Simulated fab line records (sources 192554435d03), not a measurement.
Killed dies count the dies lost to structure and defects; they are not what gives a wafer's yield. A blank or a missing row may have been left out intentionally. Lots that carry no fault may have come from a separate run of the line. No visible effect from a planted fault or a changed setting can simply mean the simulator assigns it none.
Which tool was responsible? -- flow n5_finfet -- Sampling: 12 lots, 34 wafers, 5 of 1938 route steps

## WHAT EACH GAUGE READ, for each wafer
N5_WELL_APT_INSPECT_27: inspects for defects (macro). Usual: raw_defect_count reads 2.1 (standard deviation 1.4).
lot,measured,on,raw_defect_count,flag
L955,day 1 22:08,defect_inspect-02,3 1,
L957,day 2 09:06,defect_inspect-02,3 1 0,
L958,day 2 14:56,defect_inspect-01,1 2 1,
L965,day 4 08:45,defect_inspect-01,2 2 2,
L966,day 4 14:46,defect_inspect-02,3 0,
L967,day 4 22:46,defect_inspect-01,1 3 2,
L968,day 5 03:37,defect_inspect-02,6 0 4,
L969,day 5 08:55,defect_inspect-01,2 2 1,
L973,day 6 09:00,defect_inspect-01,3 4 1,
L974,day 6 15:07,defect_inspect-02,3 1 1,
L976,day 7 04:12,defect_inspect-01,1 3 2,
L977,day 7 09:01,defect_inspect-01,3 0 3,

N5_PMOS_HMC_CHANNEL_EPI_OVL_MEAS_10. Usual: for PMOS_HMC_BLK_OVL the level is -0.1 nm and the standard deviation is 0.84.
lot,measured,on,PMOS_HMC_BLK_OVL (nm),flag
L955,day 2 00:26,overlay-02,0.4 1.0,
L957,day 2 11:07,overlay-01,-0.8 0.9 -0.5,
L958,day 2 17:25,overlay-02,-0.2 0.4 -0.9,
L965,day 4 11:05,overlay-01,-1.1 -0.7 -0.5,
L966,day 4 16:57,overlay-02,-0.9 -0.2,
L967,day 5 00:46,overlay-02,-0.6 1.2 -0.6,
L968,day 5 05:43,overlay-02,-0.2 -1.1 0.8,
L969,day 5 11:08,overlay-01,0.3 -0.2 0.1,
L973,day 6 11:14,overlay-02,0.9 0.5 0.1,
L974,day 6 17:25,overlay-01,-0.4 -0.3 0.0,
L976,day 7 06:14,overlay-01,-1.5 -1.9 -2.2,
L977,day 7 11:17,overlay-01,0.7 0.3 -0.3,

N5_PMOS_HMC_CHANNEL_EPI_INSPECT_11: inspects for defects (macro). Usual: raw_defect_count reads 2.2 (standard deviation 1.5).
lot,measured,on,raw_defect_count,flag
L955,day 2 00:27,defect_inspect-02,3 5,
L957,day 2 11:08,defect_inspect-01,2 2 0,
L958,day 2 17:26,defect_inspect-01,0 4 0,
L965,day 4 11:06,defect_inspect-01,2 6 2,
L966,day 4 16:58,defect_inspect-02,3 0,
L967,day 5 00:48,defect_inspect-02,1 3 4,
L968,day 5 05:44,defect_inspect-02,2 0 1,
L969,day 5 11:10,defect_inspect-02,4 4 1,
L973,day 6 11:16,defect_inspect-02,2 3 3,
L974,day 6 17:26,defect_inspect-01,1 1 1,
L976,day 7 06:16,defect_inspect-01,2 9 2,
L977,day 7 11:18,defect_inspect-01,2 4 2,

N5_BEOL_M4_RC_MEAS_101. Usual: DIBL_N 36.0 mV/V, standard deviation 2.2; DIBL_P 35.9 mV/V, standard deviation 2.6; IOFF_N 0.16 nA/um, standard deviation 0.038; IOFF_P 0.21 nA/um, standard deviation 0.042; ION_N 675 uA/um, standard deviation 15; ION_P 463 uA/um, standard deviation 10; SS_N 71.5 mV/dec, standard deviation 0.62; SS_P 73.2 mV/dec, standard deviation 0.76; VT_N 250 mV, standard deviation 4.1; VT_P -251 mV, standard deviation 3.6.
lot,measured,on,DIBL_N (mV/V),DIBL_P (mV/V),IOFF_N (nA/um),IOFF_P (nA/um),ION_N (uA/um),ION_P (uA/um),SS_N (mV/dec),SS_P (mV/dec),VT_N (mV),VT_P (mV),flag
L955,day 8 00:44,prober-01,37.3 35.4,37.3 35.0,0.17 0.14,0.21 0.19,674 667,461 454,71.5 71.6,73.2 72.4,251 251,-254 -253,
L957,day 9 02:25,prober-02,33.3 36.6 34.8,33.6 37.5 34.4,0.12 0.17 0.14,0.15 0.20 0.15,657 680 656,446 458 444,70.9 72.6 71.8,73.0 73.8 73.3,253 247 251,-255 -251 -255,
L958,day 9 00:44,prober-01,32.4 32.1 34.7,31.1 31.3 33.8,0.10 0.10 0.13,0.14 0.14 0.18,662 648 674,457 454 465,71.0 70.5 71.4,72.7 72.4 74.1,259 260 255,-258 -257 -251,
L965,day 10 14:30,prober-01,38.5 32.9 37.7,36.9 30.5 36.0,0.16 0.09 0.16,0.26 0.17 0.25,684 639 674,475 447 474,71.2 70.3 71.4,73.7 72.9 73.6,248 257 248,-247 -250 -245,
L966,day 11 07:55,prober-01,34.9 35.5,34.8 36.6,0.14 0.15,0.18 0.20,681 666,466 456,71.4 71.6,72.5 73.4,250 246,-250 -254,
L973,day 12 17:16,prober-02,38.6 39.9 38.5,39.0 42.4 39.0,0.18 0.22 0.20,0.23 0.29 0.25,675 696 689,464 482 472,71.9 72.1 71.6,73.4 73.9 73.0,249 245 246,-250 -248 -250,
L974,day 13 05:34,prober-02,38.0 34.9 34.1,39.0 35.5 34.3,0.20 0.15 0.13,0.25 0.19 0.18,685 689 664,465 469 458,72.1 71.6 71.3,74.5 73.0 73.1,248 250 253,-251 -250 -254,
L976,day 13 18:15,prober-01,37.4 33.0 37.6,40.0 33.5 40.5,0.21 0.14 0.22,0.26 0.17 0.25,678 679 692,458 467 470,71.8 71.5 72.9,74.5 72.5 74.6,242 249 244,-250 -254 -249,
L977,day 13 18:21,prober-02,36.0 35.7 35.6,37.0 36.7 37.8,0.18 0.18 0.19,0.25 0.25 0.28,684 693 700,464 475 491,71.0 71.2 71.5,73.4 73.6 74.2,245 244 245,-248 -245 -245,

## WHAT TOOL EACH LOT RAN ON (gives the tool, then ch and the chambers of the sampled wafers, and finally the start)
lot,N5_PMOS_HMC_CHANNEL_EPI_EPI_20
L955,"epi_rpcvd-01 ch 0, day 2 01:29"
L957,"epi_rpcvd-01 ch 0, day 2 12:12"
L958,"epi_rpcvd-01 ch 0, day 2 18:06"
L965,"epi_rpcvd-04 ch 0, day 4 12:08"
L966,"epi_rpcvd-02 ch 0, day 4 18:26"
L967,"epi_rpcvd-01, day 5 02:09"
L968,"epi_rpcvd-01, day 5 06:37"
L969,"epi_rpcvd-01, day 5 12:03"
L973,"epi_rpcvd-02 ch 0, day 6 12:17"
L974,"epi_rpcvd-01 ch 0, day 6 18:07"
L976,"epi_rpcvd-02 ch 0, day 7 06:57"
L977,"epi_rpcvd-01 ch 0, day 7 12:07"
- N5_PMOS_HMC_CHANNEL_EPI_EPI_20: deposits SiGe30, target thk 59 nm.

## AS READ BY THE TOOLS THEMSELVES (means over the sampled wafers that have a number; for cases with no such wafer, the mark the record gives instead)
N5_PMOS_HMC_CHANNEL_EPI_EPI_20. Usual: chamber_pressure_Torr 20.00 Torr, standard deviation 0.039; lamp_inner_pct 12.5 %, standard deviation 1.
lot,tool,chamber_pressure_Torr (Torr),lamp_inner_pct (%),flag
L955,epi_rpcvd-01,19.95,13.2,
L957,epi_rpcvd-01,20.03,13.2,
L958,epi_rpcvd-01,20.02,13.2,
L965,epi_rpcvd-04,20.00,13.1,
L966,epi_rpcvd-02,20.01,11.1,
L967,epi_rpcvd-01,-,-,OFF
L968,epi_rpcvd-01,-,-,OFF
L969,epi_rpcvd-01,-,-,OFF
L973,epi_rpcvd-02,19.98,11.0,
L974,epi_rpcvd-01,20.05,13.2,
L976,epi_rpcvd-02,20.03,11.0,
L977,epi_rpcvd-01,19.99,13.3,

## THE ANSWER, worked out from the rows above alone
Rule: a lot is off if the mean of its wafers that have a number lies more than 3 standard deviations from the usual mean. Also off: a lot with no number at a reading for which 4 or more lots have one. The other lots that the step has rows for count as sound. First the gauges in route order, then the tools' own readings, where a lot's mean is used as printed above. At the first step where some lot is off, the reading lying furthest off is the one used; lots without a number count as furthest.
Off at N5_PMOS_HMC_CHANNEL_EPI_EPI_20 (chamber_pressure_Torr): L967, L968, L969. Without a number there: L967, L968, L969.
If a tool, at that step or one of the process steps before it, ran each lot that is off and ran no sound lot following the first of them, it fits. Not one of the candidates tried fits.

## WHAT HAD BEEN PUT IN BY THE SIMULATOR
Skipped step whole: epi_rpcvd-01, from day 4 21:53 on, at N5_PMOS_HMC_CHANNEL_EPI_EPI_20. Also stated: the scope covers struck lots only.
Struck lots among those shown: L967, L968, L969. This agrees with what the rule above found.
